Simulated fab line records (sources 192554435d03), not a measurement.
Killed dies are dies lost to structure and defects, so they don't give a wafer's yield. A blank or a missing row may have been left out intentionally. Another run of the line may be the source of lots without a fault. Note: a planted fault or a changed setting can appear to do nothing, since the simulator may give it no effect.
Split-lot trial -- flow n5_finfet -- 21 wafers read across 7 lots, on a route 1938 steps long

## THE SPLIT ITSELF
At N5_HKMG_FIN_ETCH_54 (etches SiARC in CF4, target depth 45.5 nm, time 75.8 s), the setting source_w was moved away from the recipe's 545 W on 7 of the 21 wafers read, by -14.9% to +9.7%. For the rest of the wafers, this setting stayed at what the recipe calls for.

The reading comes from the split's own step.

## THE READING
rf_vpp_V, in V, at N5_HKMG_FIN_ETCH_54 (etches SiARC in CF4, target depth 45.5 nm, time 75.8 s). Fault-free wafers of this fab line usually give 184.0 V, standard deviation 1.3 V.

wafer,"tool, chamber at the split","source_w as run, W",against the recipe,"rf_vpp_V, V",against lot-mates on the recipe
L075.1,"rie_diel-01, 0",545,recipe,182.8,-
L075.2,"rie_diel-01, 3",545,recipe,180.4,-
L075.6,"rie_diel-01, 1",545,recipe,182.8,-
L078.1,"rie_diel-05, 3",545,recipe,182.7,-
L078.3,"rie_diel-05, 2",545,recipe,185.1,-
L078.5,"rie_diel-05, 2",545,recipe,185.2,-
L079.1,"rie_diel-03, 2",597.8,+9.7%,178.8,-5.3
L079.3,"rie_diel-03, 0",545,recipe,184.1,-
L079.6,"rie_diel-03, 0",545,recipe,184.1,-
L081.4,"rie_diel-05, 1",587,+7.7%,179.7,-5.4
L081.5,"rie_diel-05, 0",545,recipe,185.1,-
L081.6,"rie_diel-05, 3",587,+7.7%,178.2,-6.9
L086.2,"rie_diel-01, 3",508.5,-6.7%,188.9,+3.8
L086.3,"rie_diel-01, 0",508.5,-6.7%,187.2,+2.1
L086.4,"rie_diel-01, 1",545,recipe,185.1,-
L089.2,"rie_diel-05, 2",590.7,+8.4%,178.4,-6.4
L089.3,"rie_diel-05, 0",545,recipe,185.0,-
L089.6,"rie_diel-05, 2",545,recipe,184.7,-
L090.1,"rie_diel-01, 1",545,recipe,183.9,-
L090.4,"rie_diel-01, 3",463.7,-14.9%,191.5,+7.5
L090.5,"rie_diel-01, 1",545,recipe,184.1,-

FIT RESULTS
A straight line over all 21 wafers: rf_vpp_V changes by -0.572 V for each +1% of source_w; r = -0.93; the points scatter about the line by 1.2 V.
The same after taking each lot's own level away (the mean of its wafers on the recipe; 21 wafers): -0.588 V for each +1%; r = -0.96; scatter 1 V.
According to that fit, moving source_w by its largest amount changes the reading by 8.8 V.
Across the lots, their own levels run from 182.00 to 185.10 V, a range of 2.4 times the standard deviation given above.
The two slopes are in agreement: the lot-to-lot level therefore moves the slope only a little.
Check: +9.1 V against its lot-mates is what the line predicts for one of the wafers moved furthest among these (-14.9%) when that wafer is left out of the fit. It came out at +7.5 V against them.
Tool readings at the split's step, against how far the setting was moved: etch_rf_on_time_s r = -0.89; rf_vpp_V r = -0.93.

## OTHER SPLITS APPLIED TO THESE WAFERS
Before the reading, these wafers also passed through other splits. Each is held against what the fit with the lots' levels taken away leaves over:
other split on the same wafers,wafers away from the commonest value,r with rf_vpp_V (lot level and that fit taken away)
N5_SD_EPI_P_EPI_21 temp_c,7,+0.07

## THE WHOLE CHAIN: every reading that the file lists as answering this split, in the file's order
step,what it does,reading,change (the file's fit),r (the file's)
N5_HKMG_FIN_ETCH_54,"etches SiARC in CF4, target depth 45.5 nm, time 75.8 s",etch_rf_on_time_s,withheld for each +1% of the setting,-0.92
N5_HKMG_FIN_ETCH_54,"etches SiARC in CF4, target depth 45.5 nm, time 75.8 s",rf_vpp_V,-0.582 V for each +1% of the setting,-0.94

## THE FILE'S OWN FIT
rf_vpp_V changes by -0.582 V for each +1% of source_w, r = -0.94.
